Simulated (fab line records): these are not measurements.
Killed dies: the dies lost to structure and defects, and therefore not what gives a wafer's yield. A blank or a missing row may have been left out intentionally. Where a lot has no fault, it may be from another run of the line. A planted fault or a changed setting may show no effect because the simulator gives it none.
Split-lot study + flow n5-finfet + 21 wafers read across 7 lots, on a route 1938 steps long

== ABOUT THE SPLIT ==
At N5_SD_EPI_P_EPI_21 (deposits SiGe:B, time 355 s), the setting temp-c was moved away from the recipe's 550 C on 6 of the 21 wafers read, by -0.6% to +0.4%. This setting was run at the recipe's value on the other wafers.

== FROM THE SPLIT TO THE READING: what the file shows between them, 7 steps ==
- N5_SD_EPI_P_HM_STRIP_48: strips SiNx in H3PO4, material SiNx, target depth 3 nm
- N5_SD_EPI_P_SRD_49: time 30 s
- N5_SD_EPI_P_PRECLEAN_24: cleans in O3/DIW, time 45 s
- N5_SD_EPI_P_PRECLEAN_32: cleans in dHF, time 10 s
- N5_SD_EPI_P_PRECLEAN_33: cleans in SC2, time 45 s
- N5_SD_ACTIVATION_RTA_00: time 0 s
- N5_SD_ACTIVATION_LSA_01: time 0.0008 s

== THE READING ==
Measured at N5_SD_ACTIVATION_RS_MEAS_03 by four-point probe: RS_SD_P, in ohm/sq. Fault-free wafers of this fab line usually give 56.0 ohm/sq, standard deviation 0.7 ohm/sq.

| wafer  | tool, chamber at the split | temp-c as run, C | against the recipe | RS_SD_P, ohm/sq | against lot-mates on the recipe |
|--------|----------------------------|------------------|--------------------|-----------------|---------------------------------|
| L078.2 | epi-rpcvd-04, 0            | 550              | recipe             | 55.5            | -                               |
| L078.3 | epi-rpcvd-04, 0            | 550              | recipe             | 54.3            | -                               |
| L078.4 | epi-rpcvd-04, 0            | 550              | recipe             | 53.8            | -                               |
| L079.3 | epi-rpcvd-02, 0            | 550              | recipe             | 56.5            | -                               |
| L079.4 | epi-rpcvd-02, 0            | 550              | recipe             | 56.0            | -                               |
| L079.6 | epi-rpcvd-02, 0            | 546.6            | -0.6%              | 61.3            | +5.0                            |
| L085.2 | epi-rpcvd-02, 0            | 552.4            | +0.4%              | 54.9            | -1.6                            |
| L085.3 | epi-rpcvd-02, 0            | 550              | recipe             | 56.6            | -                               |
| L085.6 | epi-rpcvd-02, 0            | 550              | recipe             | 56.3            | -                               |
| L088.2 | epi-rpcvd-02, 0            | 546.9            | -0.6%              | 60.5            | no lot-mate on the recipe       |
| L088.3 | epi-rpcvd-02, 0            | 546.9            | -0.6%              | 60.5            | no lot-mate on the recipe       |
| L088.5 | epi-rpcvd-02, 0            | 546.9            | -0.6%              | 60.8            | no lot-mate on the recipe       |
| L089.1 | epi-rpcvd-04, 0            | 551.1            | +0.2%              | 54.1            | -0.9                            |
| L089.3 | epi-rpcvd-04, 0            | 550              | recipe             | 55.0            | -                               |
| L089.5 | epi-rpcvd-04, 0            | 550              | recipe             | 54.9            | -                               |
| L090.3 | epi-rpcvd-02, 0            | 550              | recipe             | 55.3            | -                               |
| L090.5 | epi-rpcvd-02, 0            | 550              | recipe             | 55.2            | -                               |
| L090.6 | epi-rpcvd-02, 0            | 550              | recipe             | 55.5            | -                               |
| L093.2 | epi-rpcvd-01, 0            | 550              | recipe             | 55.8            | -                               |
| L093.3 | epi-rpcvd-01, 0            | 550              | recipe             | 56.1            | -                               |
| L093.5 | epi-rpcvd-01, 0            | 550              | recipe             | 56.2            | -                               |

FIT RESULTS
A straight line over all 21 wafers: RS_SD_P changes by -7.81 ohm/sq for each +1% of temp-c; r = -0.91; the points scatter about the line by 0.96 ohm/sq.
The same after taking each lot's own level away (the mean of its wafers on the recipe; 18 wafers): -6.48 ohm/sq for each +1%; r = -0.93; scatter 0.52 ohm/sq.
Per that fit: largest temp-c move, reading shift of 4 ohm/sq.
The span of the lots' own levels, 54.53 to 56.45 ohm/sq, comes to 2.7 times the standard deviation stated above.
So the lot-to-lot level changes the slope: the two fits differ.
Check: with one of the wafers moved furthest among these (-0.6%) left out of the fit, the line predicts +2.26 ohm/sq for it against its lot-mates. Against them it came out at +5.05 ohm/sq.

== THE WHOLE CHAIN: every reading that the file lists as answering this split, in the file's order ==
| step                        | what it does                 | reading                                                                           | change (the file's fit)              | r (the file's) |
|-----------------------------|------------------------------|-----------------------------------------------------------------------------------|--------------------------------------|----------------|
| N5_SD_EPI_P_EPI_21          | deposits SiGe:B, time 355 s  | SiGe-B_of_SD_EPI_P_EPI_21.thk-nm (the simulator's own value, which no gauge read) | +5.67 nm for each +1% of the setting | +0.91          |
| N5_SD_EPI_P_PRECLEAN_24     | cleans in O3/DIW, time 45 s  | SiGe-B_of_SD_EPI_P_EPI_21.thk-nm (the simulator's own value, which no gauge read) | +5.64 nm for each +1% of the setting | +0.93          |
| N5_SD_ACTIVATION_RS_MEAS_03 | measures by four-point-probe | RS_SD_P                                                                           | -6.43 for each +1% of the setting    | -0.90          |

== FILE'S OWN FIT ==
RS_SD_P changes by -6.43 ohm/sq for each +1% of temp-c, r = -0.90.
